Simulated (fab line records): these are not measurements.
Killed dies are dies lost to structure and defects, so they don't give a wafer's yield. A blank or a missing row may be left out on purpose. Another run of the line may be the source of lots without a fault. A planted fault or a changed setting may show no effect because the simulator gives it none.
fab line records	flow n5Finfet
[record] lots = 3	wafers = 8	lastDay = 17
route steps=1938 shown BEOL_M4@1099 BEOL_M5@1112 BEOL_M9@1405 PASSIVATION@1936
lots that met no fault: from a run of the same line without faults
startH: hours from the record's first day to the start of the lot's first wafer shown	waitH: hours from the lot's prior step to this one	" identical to the entry in the row above	L1.1+2: one row covering several wafers at once	- no value, or no start given	* or withheld: withheld	< > ~ a bound
route shown NAME@n: NAME is a module with steps in the file, n the number in the route of the first one	usual: mean/standard deviation taken from wafers without a fault	same: alike in all rows	chamber/n: place in a boat	sites: per-site readings	_std_site: the values' standard deviation	_edge_site: outer sites' mean less inner sites'	radiusMm: how far each site lies from the wafer's centre	mask NAME#n: copy n	behind: tool/chamber where the wafer was last shaped	hold: the reason the lot was held/the length of the hold in hours/how it ended	device: which transistor (n, p or np) failed to switch	end of line: tests of these same wafers at the route's end	for a step that has no rows: nothing shown but its recipe	killed: at the first sort, the dies lost to defects and structure; wafer yield is something else	map: a wafer's dies, marking killed ones x, the rest . and places with no die _
set.NAME: the setting the step ran with; set.NAME@STEP: the setting that earlier step ran with	model.NAME: the simulator's own value behind a step, which no gauge read
lots seen at some steps along the route; tables by step, rows by wafer
services: a tool's chamber out of use, with start hour (startH, from the record's first day; less than 0 if before it), hours out, and reason
[[steps]]
[step N5_BEOL_M4_ANNEAL_95]
[recipe] tempC = 400	timeS = 240	ambient = vacuum
[step N5_BEOL_M4_SPUTTER_96]
[recipe] material = Cu	targetThkA = 45	tempC = -20	chamberPressurePa = 0.07	powerW = withheld	timeS = 8.29
[step N5_BEOL_M4_ECD_50]
[recipe] material = Cu	targetThkA = 3000
[step N5_BEOL_M4_ANNEAL_51]
[recipe] tempC = 225	timeS = 90	ambient = N2
[step N5_BEOL_M4_CMP_52]
[recipe] stopOn = SiOC	tOverpolishS = 6.8	downForcePsi = 1	platenRpm = 50	clearingPlatenDownForcePsi = 1.5	clearingPlatenRpm = 50	postCmpClean = cuAlkaline	targetThkNm = 40	clearingPlatenPadVelocityMS = 0.99484	padVelocityMS = 0.99484
[step N5_BEOL_M4_PRE_CLEAN_60]
[recipe] gas = NH3/H2	timeS = 15	tempC = *	rfPowerW = 300
[step N5_BEOL_M4_CO_CAP_55]
[recipe] material = Co	targetThkA = 20	tempC = 200	precursor = CCTBA/H2	pressureTorr = 30	timeS = 102.1
[step N5_BEOL_M4_PRE_CLEAN_56]
[recipe] gas = NH3	timeS = 15	tempC = withheld	rfPowerW = 300
[step N5_BEOL_M4_DEP_57]
[recipe] material = SiCN	targetThkA = 80	tempC = withheld	precursor = 3MS/NH3	pressureTorr = 3	rfW = 202	timeS = 14
[step N5_BEOL_M4_RC_MEAS_101]
[usual] DIBL_N = 35.7/1.3	DIBL_P = 36.0/1.6	IOFF_N = 0.154/0.025	IOFF_P = 0.21/0.034	ION_N = 675/9.7	ION_P = 465/7.4	SS_N = 71.3/0.55	SS_P = 73.1/0.52	VT_N = 250/3	VT_P = -249/3.6
lot.wafer	tool	chamber	startH	waitH	DIBL_N[mV/V]	DIBL_P[mV/V]	IOFF_N[nA/um]	IOFF_P[nA/um]	ION_N[uA/um]	ION_P[uA/um]	SS_N[mV/dec]	SS_P[mV/dec]	VT_N[mV]	VT_P[mV]
L500.3	prober-01	0	196.08	0.3	37.5	37.2	0.202	0.26	687	466	72.1	73.5	246	-246
L500.5	"	0	"	"	38.2	39.8	0.219	0.32	695	478	72.4	74.2	244	-240
L500.6	"	0	"	"	35.8	35.9	0.172	0.24	700	482	71.5	73.4	244	-247
L502.1	prober-01	0	214.29	0.0	37.6	38.2	0.188	0.27	678	468	72.0	72.7	248	-245
L502.3	"	0	"	"	36.7	37.6	0.165	0.25	678	471	71.1	72.9	250	-246
L518.3	prober-02	0	302.69	0.3	37.6	36.8	0.171	0.22	672	462	71.6	73.0	248	-248
L518.5	"	0	"	"	36.8	35.1	0.152	0.20	670	456	71.7	73.1	249	-251
L518.6	"	0	"	"	37.0	35.8	0.167	0.20	675	463	71.2	74.0	250	-250
[step N5_BEOL_M5_ILD_DEP_00]
[recipe] material = SiCOH_lowk	targetThkA = 1406.4	tempC = 300	precursor = DEMS/porogen	pressureTorr = 5	rfW = 500	timeS = 25.9
[step N5_BEOL_M5_CURE_79]
[recipe] tempC = 385	timeS = 240	ambient = He/Ar	material = SiCOH_lowk
[step N5_BEOL_M5_PECVD_70]
[recipe] material = SiO2	targetThkA = 160	tempC = 400	precursor = TEOS/O2	pressureTorr = 5.5	rfW = 450	teosFlowSccm = 53.8	gas = O2	flowSccm = 3000	timeS = 18
[step N5_BEOL_M5_HM_DEP_02]
[recipe] material = TiN	targetThkA = 200	tempC = 25	chamberPressurePa = 0.49996
[step N5_BEOL_M5_COAT_59]
[recipe] resist = SOC	tempC = 250	timeS = 60	spinRpm = 1500	resistThkNm = 60
[step N5_BEOL_M5_COAT_60]
[recipe] resist = SiARC	tempC = 220	timeS = 60	spinRpm = 1500	resistThkNm = 12
[step N5_BEOL_M5_COAT_71]
[recipe] resist = underlayer	tempC = 205	timeS = 60	spinRpm = 1500	resistThkNm = 5
[step N5_BEOL_M5_COAT_05]
[recipe] resist = CAR-EUV	spinRpm = 1500	resistThkNm = 30
[step N5_BEOL_M5_EBR_07]
[recipe] solvent = PGMEA	ebrWidthMm = 1.5
[step N5_BEOL_M5_SOFTBAKE_06]
[recipe] tempC = 110	timeS = 60	resist = CAR-EUV
[step N5_BEOL_M5_EXPOSE_08]
[recipe] maskId = M5	na = 0.33	sourceShape = annular	sigmaInner = 0.4	sigmaOuter = 0.8	polarization = unpolarized	targetCdNm = 28	doseMj = 35.75
[step N5_BEOL_M5_PEB_09]
[recipe] pebTempC = 100	pebTimeS = 60	resist = CAR-EUV
[step N5_BEOL_M5_DEVELOP_10]
[recipe] developTimeS = 30	developer = TMAH	resist = CAR-EUV	rinseLiquid = surfactantRinse	dry = airSpin	devTempC = 23
[step N5_BEOL_M5_DESCUM_16]
[recipe] chemistry = O2	timeS = 7	sourcePowerW = 50	biasPowerW = 20	pressureMtorr = 20	rfFrequencyHz = 2.712e+07	tempC = 40	resist = CAR-EUV	o2FlowSccm = 225
[step N5_BEOL_M5_ETCH_72]
[recipe] chemistry = N2/H2	target = underlayer	targetDepthA = 65	maskMaterial = CAR-EUV	timeS = 5.2	ionEnergyEv = 200	pressureMtorr = 30	sourceW = 840	biasW = 150	n2FlowSccm = 200	h2FlowSccm = 200	ends = cleared
[step N5_BEOL_M5_ETCH_61]
[recipe] chemistry = CF4	target = SiARC	targetDepthA = 156	maskMaterial = CAR-EUV	timeS = 26	ionEnergyEv = 80	pressureMtorr = 40	sourceW = 545	biasW = 36	Ar_flow_sccm = 100	cf4FlowSccm = 100	ends = cleared
[step N5_BEOL_M5_ETCH_62]
[recipe] chemistry = N2/H2	target = SOC	targetDepthA = 750	overetchA = 150	maskMaterial = SiARC	tempC = 40	timeS = 112.5	ionEnergyEv = 200	pressureMtorr = 30	sourceW = 840	biasW = 150	n2FlowSccm = 200	h2FlowSccm = 200
[step N5_BEOL_M5_STRIP_63]
[recipe] chemistry = N2/H2	tempC = 40	n2FlowSccm = 200	h2FlowSccm = 200	rfFrequencyHz = 6e+07
[step N5_BEOL_M5_STRIP_73]
[recipe] chemistry = N2/H2	tempC = 40	n2FlowSccm = 200	h2FlowSccm = 200	rfFrequencyHz = 6e+07
[step N5_BEOL_M5_STRIP_64]
[recipe] chemistry = CF4	resist = SiARC	powerW = 300	biasPowerW = 75	pressureMtorr = 50	cf4FlowSccm = 150	rfFrequencyHz = 6e+07
[step N5_BEOL_M5_HM_OPEN_17]
[recipe] chemistry = Cl2/BCl3	targetDepthA = 200	overetchA = 60	target = TiN	maskMaterial = SOC	ionEnergyEv = 150	pressureMtorr = 10	icpW = 1000	biasW = 126	Cl2_flow_sccm = 53.25	bcl3FlowSccm = 21.75	Ar_flow_sccm = 25
[step N5_BEOL_M5_STRIP_19]
[recipe] chemistry = O2	powerW = 400	tempC = 40	pressureMtorr = 30	rfFrequencyHz = 6e+07	biasPowerW = 0	overashFraction = 0.2	o2FlowSccm = 225
[step N5_BEOL_M5_COAT_65]
[recipe] resist = SOC	tempC = 250	timeS = 60	spinRpm = 1500	resistThkNm = 60
[step N5_BEOL_M5_COAT_66]
[recipe] resist = SiARC	tempC = 220	timeS = 60	spinRpm = 1500	resistThkNm = 12
[step N5_BEOL_M9_HM_DEP_02]
[recipe] material = TiN	targetThkA = 200	tempC = 25	chamberPressurePa = 0.49996
[usual] chamberPressurePa = 0.4999/0.00096	substrateTempC = 25.01/0.097	throttleValvePct = 29.5/1.2
lot.wafer	tool	chamber	startH	waitH	chamberPressurePa	substrateTempC	throttleValvePct	model.TiN_of_BEOL_M9_HM_DEP_02.thkNm
L500.3	pvdSputter-01	-	234.45	0.3	0.4979	24.95	29.0	20
L500.5	"	-	"	"	0.5004	25.09	27.2	19.6
L500.6	"	-	"	"	0.4996	24.84	28.9	19.8
L502.1	pvdSputter-01	-	258.28	0.5	0.5001	24.97	30.8	20.2
L502.3	"	-	"	"	0.4991	24.89	31.4	33.8
L518.3	pvdSputter-02	-	348.25	0.4	0.4997	24.83	28.3	20.2
L518.5	"	-	"	"	0.4998	24.98	28.0	20
L518.6	"	-	"	"	0.4981	25.08	29.7	19.8
[step N5_BEOL_M9_HM_OPEN_17]
[recipe] chemistry = Cl2/BCl3	targetDepthA = 200	overetchA = 60	target = TiN	maskMaterial = SOC	ionEnergyEv = 150	pressureMtorr = 10	icpW = 1000	biasW = 126	Cl2_flow_sccm = 53.25	bcl3FlowSccm = 21.75	Ar_flow_sccm = 25
[usual] chamberPressureMTorr = 10.000/0.0082	drypumpMotorCurrentA = 5.9/0.62	heBacksideLeakSccm = 3.4/0.33	mfcCl2Sccm = 53.25/0.15	oesProductAu = 0.66/0.1	throttleValvePct = 22.11/0.097
lot.wafer	tool	chamber	startH	waitH	chamberPressureMTorr	drypumpMotorCurrentA	heBacksideLeakSccm	mfcCl2Sccm	oesProductAu	rfHoursCounterH	throttleValvePct	model.etch.depthNm
L500.3	rieMetal-01	0	235.50	0.1	10.002	5.3	3.5	52.99	0.70	-	22.21	19.98
L500.5	"	1	"	"	10.014	5.9	4.2	53.59	0.55	-	22.29	19.64
L500.6	"	0	"	"	9.989	5.3	3.4	53.14	0.69	-	22.22	19.78
L502.1	rieMetal-02	0	259.24	0.0	9.996	6.5	3.5	53.31	0.64	45	22.06	20.15
L502.3	"	0	"	"	9.999	6.6	3.6	53.31	0.75	-	21.88	26
L518.3	rieMetal-03	0	349.14	0.1	10.013	6.3	3.5	53.52	0.78	-	22.02	20.15
L518.5	"	1	"	"	9.997	5.0	3.5	53.34	0.83	-	22.01	19.96
L518.6	"	0	"	"	10.006	6.3	3.3	53.51	0.77	-	22.03	19.79
[step N5_BEOL_M9_VIA_ETCH_34]
[recipe] chemistry = C4F6/O2	target = SiCOH_lowk	targetDepthA = 1824	maskMaterial = SOC	taperDeg = 4	timeS = 68.4	ionEnergyEv = 250	pressureMtorr = 30	sourceW = 345	biasW = 185	Ar_flow_sccm = 300	C4F6_flow_sccm = 10	O2_flow_sccm = 10
[usual] chamberPressureMTorr = 30.00/0.031	drypumpMotorCurrentA = 5.8/0.47	oesProductAu = 0.78/0.097	rfVppV = 664/7.2	showerheadPlenumPTorr = 2.87/0.1	throttleValvePct = 21.00/0.21
[same] timeS = 68.4
lot.wafer	tool	chamber	startH	waitH	chamberPressureMTorr	drypumpMotorCurrentA	oesProductAu	rfHoursCounterH	rfVppV	showerheadPlenumPTorr	throttleValvePct
L500.3	rieDiel-06	0	237.49	0.0	29.98	4.9	0.86	62	670	2.89	21.00
L500.5	"	0	"	"	29.99	4.9	0.85	-	669	2.89	20.98
L500.6	"	1	"	"	29.99	5.4	0.69	-	662	2.81	21.09
L502.1	rieDiel-05	1	260.99	0.0	30.05	6.2	0.76	142	660	2.64	21.17
L502.3	"	2	"	"	30.00	6.1	0.27	240	668	2.91	20.77
L518.3	rieDiel-02	0	349.89	0.0	30.02	6.2	0.68	234	653	2.69	21.11
L518.5	"	3	"	"	29.99	6.2	0.85	-	672	3.01	20.69
L518.6	"	0	"	"	29.99	6.2	0.68	-	652	2.69	21.11
[step N5_BEOL_M9_TRENCH_ETCH_37]
[recipe] chemistry = C4F6/O2	targetDepthA = 1514.3	target = SiCOH_lowk	timeS = 49	ionEnergyEv = 250	pressureMtorr = 30	sourceW = 345	biasW = 185	Ar_flow_sccm = 300	C4F6_flow_sccm = 10	O2_flow_sccm = 10
[usual] chamberPressureMTorr = 29.998/0.026	drypumpMotorCurrentA = 5.8/0.48	oesProductAu = 0.78/0.097	rfVppV = 665/7.2	showerheadPlenumPTorr = 2.87/0.1	throttleValvePct = 21.03/0.21
[same] timeS = 49
lot.wafer	tool	chamber	startH	waitH	chamberPressureMTorr	drypumpMotorCurrentA	oesProductAu	rfHoursCounterH	rfVppV	showerheadPlenumPTorr	throttleValvePct	model.TiN_of_BEOL_M9_HM_DEP_02.thkNm
L500.3	rieDiel-06	0	-	-	29.984	4.9	0.86	62	670	2.89	21.03	15.8
L500.5	"	0	"	"	30.044	4.9	0.86	-	671	2.89	21.03	15.6
L500.6	"	1	"	"	29.969	5.4	0.68	-	663	2.81	21.13	15.6
L502.1	rieDiel-05	1	-	-	30.027	6.2	0.76	142	661	2.64	21.20	16
L502.3	"	2	"	"	30.004	6.0	0.69	240	666	2.91	20.94	29.6
L518.3	rieDiel-02	0	-	-	29.989	6.2	0.67	234	650	2.69	21.13	16
L518.5	"	3	"	"	29.994	6.3	0.84	-	671	3.01	20.72	15.8
L518.6	"	0	"	"	29.983	6.2	0.68	-	653	2.69	21.14	15.6
[step N5_BEOL_M9_OCD_MEAS_38]
[usual] trenchDepthNm = 150.2/2.1
lot.wafer	tool	chamber	startH	waitH	trenchDepthNm
L500.3	ocd-01	-	237.77	-	149.9
L500.5	"	-	"	"	148.8
L500.6	"	-	"	"	148.2
L502.1	ocd-02	-	261.26	-	151.3
L502.3	"	-	"	"	-
L518.3	ocd-01	-	350.17	-	148.4
L518.5	"	-	"	"	150.0
L518.6	"	-	"	"	149.8
[step N5_BEOL_M9_CD_MEAS_35]
[recipe] targetCdNm = 70	targetCdYNm = 40	polarity = opening
[usual] cdNm = 70.2/0.63
lot.wafer	tool	chamber	startH	waitH	cdNm
L500.3	cdSem-02	-	237.92	0.0	69.9
L500.5	"	-	"	"	71.4
L500.6	"	-	"	"	70.6
L502.1	cdSem-02	-	261.42	0.0	69.1
L502.3	"	-	"	"	-
L518.3	cdSem-03	-	350.33	0.0	69.8
L518.5	"	-	"	"	70.1
L518.6	"	-	"	"	70.2
[step N5_PASSIVATION_PROBE_49]
[usual] defectLimitedYield = 91.6/1.4	killed_at_M0_to_M3 = 35/10	killed_at_M4_up = 13/5.3	killedAtContacts = 12/5.9	killedAtFrontEnd = 36/9.9	killedAtOther = 3.2/3	killedDies = 99/16	killedOnRim = 13/3.9	killedOpen = 66/12	killedShort = 32/7.7	sort_bin_5_function = 4.9/0.91	sort_bin_6_memory = 3.2/0.65	sortNPass = 1081/16	sortYieldPct = 91.6/1.4
[same] grossDies = 1180	killedAtBackSide = 0	sort_bin_4_leakage[%] = 0	sort_bin_8_speed[%] = 0
lot.wafer	tool	chamber	startH	waitH	defectLimitedYield[%]	killed_at_M0_to_M3	killed_at_M4_up	killedAtContacts	killedAtFrontEnd	killedAtOther	killedDies	killedOnRim	killedOpen	killedShort	sort_bin_5_function[%]	sort_bin_6_memory[%]	sortNPass	sortYieldPct[%]
L500.3	prober-01	-	299.04	0.1	92.8	45	9	14	15	2	85	8	54	28	3.9	3.2	1095	92.8
L502.1	prober-01	-	323.72	0.0	90.9	40	17	12	27	11	107	14	70	35	5.5	3.3	1073	90.9
L502.3	prober-01	-	323.82	0.1	0	46	1102	7	22	3	1180	152	68	25	96.8	2.9	0	0
L518.3	prober-01	-	409.67	0.3	91.3	43	5	6	47	2	103	17	63	32	5.3	2.6	1077	91.3
L518.5	prober-01	-	409.77	0.4	90.9	39	8	20	40	0	107	14	54	52	4.3	4.2	1073	90.9
L518.6	prober-01	-	409.82	0.4	91.4	18	13	7	57	6	101	10	58	37	4.6	3.1	1079	91.4
// killed by level:class
L500.3 MOL_CONTACT_COAG:geometricParticle:open=10 BEOL_M2:geometricParticle:open=9 BEOL_M0_SAQP:geometricParticle:open=8 BEOL_M1:geometricParticle:open=7 BEOL_M1:geometricParticle:short=7 BEOL_M0_SAQP:geometricParticle:short=6 BEOL_M3:geometricParticle:open=5 DUMMY_GATE:geometricParticle:open=4
L502.1 BEOL_M1:geometricParticle:open=11 BEOL_M3:geometricParticle:open=11 MOL_CONTACT_COAG:geometricParticle:open=10 FIN_SAQP:geometricParticle:open=9 FIN_SAQP:geometricParticle:short=5 BEOL_M0_SAQP:geometricParticle:open=5 BEOL_M1:geometricParticle:short=5 BEOL_M4:geometricParticle:open=5
L502.3 BEOL_M9:areaOpen=1087 BEOL_M1:geometricParticle:open=14 FIN_SAQP:geometricParticle:open=11 BEOL_M0_SAQP:geometricParticle:short=9 BEOL_M0_SAQP:geometricParticle:open=7 BEOL_M3:geometricParticle:open=7 MOL_CONTACT_COAG:geometricParticle:open=5 BEOL_M4:geometricParticle:open=5
L518.3 STI_FIN_REVEAL:geometricParticle:open=16 BEOL_M0_SAQP:geometricParticle:open=13 BEOL_M0_SAQP:geometricParticle:short=13 FIN_SAQP:geometricParticle:short=7 MOL_CONTACT_COAG:geometricParticle:open=6 BEOL_M2:geometricParticle:open=6 FIN_SAQP:geometricParticle:open=4 STI_FIN_REVEAL:geometricParticle:short=4
L518.5 BEOL_M0_SAQP:geometricParticle:short=19 FIN_SAQP:geometricParticle:short=15 MOL_CONTACT_COAG:geometricParticle:open=15 BEOL_M0_SAQP:geometricParticle:open=10 FIN_SAQP:geometricParticle:open=5 MOL_CONTACT_COAG:geometricParticle:short=5 BEOL_M2:geometricParticle:open=5 DUMMY_GATE:geometricParticle:open=4
L518.6 FIN_SAQP:geometricParticle:short=16 FIN_SAQP:geometricParticle:open=13 STI_FIN_REVEAL:geometricParticle:open=10 BEOL_M0_SAQP:geometricParticle:open=8 BEOL_M1:geometricParticle:open=6 GATE_CUT:geometricParticle:short=5 MOL_CONTACT_COAG:geometricParticle:open=5 BEOL_M5:geometricParticle:open=3
// map L502.3 (x killed, . not)
_________________xxxxxxxxxxxx________________
______________xxxxxxxxxxxxxxxxxx_____________
___________xxxxxxxxxxxxxxxxxxxxxxxx__________
__________xxxxxxxxxxxxxxxxxxxxxxxxxx_________
________xxxxxxxxxxxxxxxxxxxxxxxxxxxxxx_______
_______xxxxxxxxxxxxxxxxxxxxxxxxxxxxxxxx______
______xxxxxxxxxxxxxxxxxxxxxxxxxxxxxxxxxx_____
_____xxxxxxxxxxxxxxxxxxxxxxxxxxxxxxxxxxxx____
____xxxxxxxxxxxxxxxxxxxxxxxxxxxxxxxxxxxxxx___
___xxxxxxxxxxxxxxxxxxxxxxxxxxxxxxxxxxxxxxxx__
___xxxxxxxxxxxxxxxxxxxxxxxxxxxxxxxxxxxxxxxx__
__xxxxxxxxxxxxxxxxxxxxxxxxxxxxxxxxxxxxxxxxxx_
__xxxxxxxxxxxxxxxxxxxxxxxxxxxxxxxxxxxxxxxxxx_
_xxxxxxxxxxxxxxxxxxxxxxxxxxxxxxxxxxxxxxxxxxxx
_xxxxxxxxxxxxxxxxxxxxxxxxxxxxxxxxxxxxxxxxxxxx
_xxxxxxxxxxxxxxxxxxxxxxxxxxxxxxxxxxxxxxxxxxxx
_xxxxxxxxxxxxxxxxxxxxxxxxxxxxxxxxxxxxxxxxxxxx
_xxxxxxxxxxxxxxxxxxxxxxxxxxxxxxxxxxxxxxxxxxxx
_xxxxxxxxxxxxxxxxxxxxxxxxxxxxxxxxxxxxxxxxxxxx
_xxxxxxxxxxxxxxxxxxxxxxxxxxxxxxxxxxxxxxxxxxxx
_xxxxxxxxxxxxxxxxxxxxxxxxxxxxxxxxxxxxxxxxxxxx
__xxxxxxxxxxxxxxxxxxxxxxxxxxxxxxxxxxxxxxxxxx_
__xxxxxxxxxxxxxxxxxxxxxxxxxxxxxxxxxxxxxxxxxx_
___xxxxxxxxxxxxxxxxxxxxxxxxxxxxxxxxxxxxxxxx__
___xxxxxxxxxxxxxxxxxxxxxxxxxxxxxxxxxxxxxxxx__
____xxxxxxxxxxxxxxxxxxxxxxxxxxxxxxxxxxxxxx___
_____xxxxxxxxxxxxxxxxxxxxxxxxxxxxxxxxxxxx____
______xxxxxxxxxxxxxxxxxxxxxxxxxxxxxxxxxx_____
_______xxxxxxxxxxxxxxxxxxxxxxxxxxxxxxxx______
________xxxxxxxxxxxxxxxxxxxxxxxxxxxxxx_______
__________xxxxxxxxxxxxxxxxxxxxxxxxxx_________
___________xxxxxxxxxxxxxxxxxxxxxxxx__________
______________xxxxxxxxxxxxxxxxxx_____________
_________________xxxxxxxxxxxx________________
// map L500.3 (x killed, . not)
_________________............________________
______________.................x_____________
___________.........x..............__________
__________...x..........x..x........_________
________....x...............x........x_______
_______.x...x.x..x.x...................______
______.........x......x....x............_____
_____x...............................x...____
____......................................___
___............x.....x...........x......x..__
___..............x.....xx..................__
__......................x..................._
__.....x..x..x........x.....x..............._
_..x....x..............x.........xx..........
_...................................x........
_....x......xx.....x.........................
_.........................x...............x..
_................xxx.........................
_..........x.................x...............
_x.......................xx..........x...x..x
_..x........................x................
__....x........x..........................x._
__......x................................x.x_
___................x..........x....x.......__
___...........x...............xx........x..__
____...............x.....x.x..............___
_____.....x..............................____
______.................................._____
_______.....x....xx......x.......x..x..______
________.........................x...._______
__________............x............._________
___________...............x.x......__________
______________............x....._____________
_________________.....x......________________
[[services]]
tool	chamber	startH	hours	kind
rieDiel-06	2	212.43	-	clean
rieDiel-06	2	212.43	-	consumableReplace:focusRing
rieDiel-06	2	212.43	23.1	scheduledDown
rieDiel-06	2	212.43	23.1	ventCycle
rieMetal-02	-	234.31	0.4	repair
rieMetal-01	0	255.06	3.6	repair
rieDiel-02	3	265.75	4.8	repair
rieDiel-06	3	283.42	-	clean
rieDiel-06	3	283.42	-	consumableReplace:focusRing
rieDiel-06	3	283.42	15.8	scheduledDown
rieDiel-06	3	283.42	15.8	ventCycle
rieDiel-05	2	290.86	-	clean
rieDiel-05	2	290.86	-	consumableReplace:focusRing
rieDiel-05	2	290.86	36.0	scheduledDown
rieDiel-05	2	290.86	36.0	ventCycle
rieMetal-03	-	293.92	3.5	repair
rieDiel-06	0	294.17	6.8	repair
rieMetal-02	1	295.89	2.2	repair
pvdSputter-02	-	306.31	3.3	repair
rieDiel-02	2	312.93	29.5	repair
rieDiel-06	1	331.18	-	clean
rieDiel-06	1	331.18	-	consumableReplace:focusRing
rieDiel-06	1	331.18	13.8	scheduledDown
rieDiel-06	1	331.18	13.8	ventCycle
[[key]]
[firstSign] step = N5_BEOL_M9_VIA_ETCH_34	reading = oesProductAu	direction = down	sigmas = 5.2	usual = 0.78	struck = 0.27
[effect] step = N5_BEOL_M9_OCD_MEAS_38	reading = trenchDepthNm	direction = missing
[effect] step = N5_BEOL_M9_CD_MEAS_35	reading = cdNm	direction = missing
[effect] step = N5_PASSIVATION_PROBE_49	reading = killed_at_M4_up	direction = up	sigmas = 99+	usual = 13	struck = 1102
[modelEffect] step = N5_BEOL_M9_HM_DEP_02	value = TiN_of_BEOL_M9_HM_DEP_02.thkNm	without = 20.2	struck = 33.8
[modelEffect] step = N5_BEOL_M9_HM_OPEN_17	value = etch.depthNm	without = 20.24	struck = 26
[modelEffect] step = N5_BEOL_M9_TRENCH_ETCH_37	value = TiN_of_BEOL_M9_HM_DEP_02.thkNm	without = 16.2	struck = 29.6
[moreKillsBornAt] N5_BEOL_M9_HM_OPEN_17@rieMetal-02 = 1087
metAt N5_BEOL_M9_HM_DEP_02
struckWafers L502.3
laterRowsLeftOut L502.3
onsetBetween 234.45 258.28
[fault] kind = processParameterDrift	tool = pvdSputter-01	chamber = -	onsetH = 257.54	steps = N5_BEOL_M9_HM_DEP_02	channel = targetThkA	offset = *	shape = step	endH = 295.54	scope = struckWafersOnly	actsIn = *	stated = *
// laterRowsLeftOut: the simulator's readings of these wafers behind a module that went badly wrong aren't trusted and aren't shown, but for the sort
